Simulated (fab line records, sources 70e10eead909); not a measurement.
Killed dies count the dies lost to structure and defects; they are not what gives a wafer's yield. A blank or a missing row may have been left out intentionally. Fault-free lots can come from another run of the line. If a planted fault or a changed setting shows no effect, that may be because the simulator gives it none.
Chamber matching | flow nand harc | rie diel-04 running NHARC_P_CONTACT_STRIP_28: 4 sister chambers
The step strips in O2. 14 wafers are shown with their chamber, then 7 later ones without.

## WAFERS, EACH WITH ITS CHAMBER
wafer  | chamber | showerhead plenum p Torr (Torr) | drypump motor current A (A) | oes product au (a.u.)
L461.1 | 2       | 3.57                            | 6.27                        | 0.998
L461.2 | 1       | 3.48                            | 5.67                        | 0.989
L461.5 | 2       | 3.56                            | 6.32                        | 0.995
L465.1 | 3       | 3.75                            | 6.01                        | 1.011
L465.3 | 2       | 3.56                            | 6.26                        | 1.012
L465.5 | 2       | 3.56                            | 6.29                        | 1.009
L466.2 | 2       | 3.56                            | 6.30                        | 1.007
L466.5 | 0       | 3.33                            | 5.64                        | 0.996
L466.6 | 1       | 3.48                            | 5.66                        | 0.999
L469.1 | 3       | 3.75                            | 6.05                        | 1.001
L469.5 | 3       | 3.75                            | 6.05                        | 1.005
L469.6 | 2       | 3.56                            | 6.28                        | 1.007
L468.2 | 0       | 3.33                            | 5.58                        | 1.014
L468.5 | 0       | 3.33                            | 5.60                        | 1.007

SIGNATURES, as means of the wafers listed above
reading                  | chamber 0 | chamber 1 | chamber 2 | chamber 3 | scatter within a chamber
showerhead plenum p Torr | 3.3300    | 3.4800    | 3.5617    | 3.7500    | 0.00289
drypump motor current A  | 5.6067    | 5.6650    | 6.2867    | 6.0367    | 0.0231
oes product au           | 1.00567   | 0.99400   | 1.00467   | 1.00567   | 0.00698
Rule: a wafer lies at a distance from a chamber equal to the root of the sum of squares, over the readings, of (its reading less the chamber's mean, divided by the reading's scatter). If the next closest chamber is less than 2 further off than the closest, the wafer can't be placed; otherwise it belongs to the closest. The scatter: the root of (the sum of the squares of (reading less its chamber's mean) over the shown wafers, divided by (wafers less chambers)).

## WAFERS WITHOUT THEIR CHAMBER
wafer  | showerhead plenum p Torr (Torr) | drypump motor current A (A) | oes product au (a.u.)
L468.6 | 3.75                            | 6.04                        | 1.016
L480.1 | 3.56                            | 6.28                        | 1.009
L480.2 | 3.47                            | 5.68                        | 1.000
L480.6 | 3.56                            | 6.27                        | 1.009
L484.1 | 3.56                            | 6.27                        | 1.009
L484.4 | 3.33                            | 5.52                        | 1.004
L484.5 | 3.33                            | 5.61                        | 1.014

## CHAMBER TAKEN BY EACH
wafer  | from the rows above | in truth
L468.6 | 3                   | 3
L480.1 | 2                   | 2
L480.2 | 1                   | 1
L480.6 | 2                   | 2
L484.1 | 2                   | 2
L484.4 | 0                   | 0
L484.5 | 0                   | 0
Correct placement for 7 of the 7. Left unplaced by these rows: 0. 0 placed wrongly.
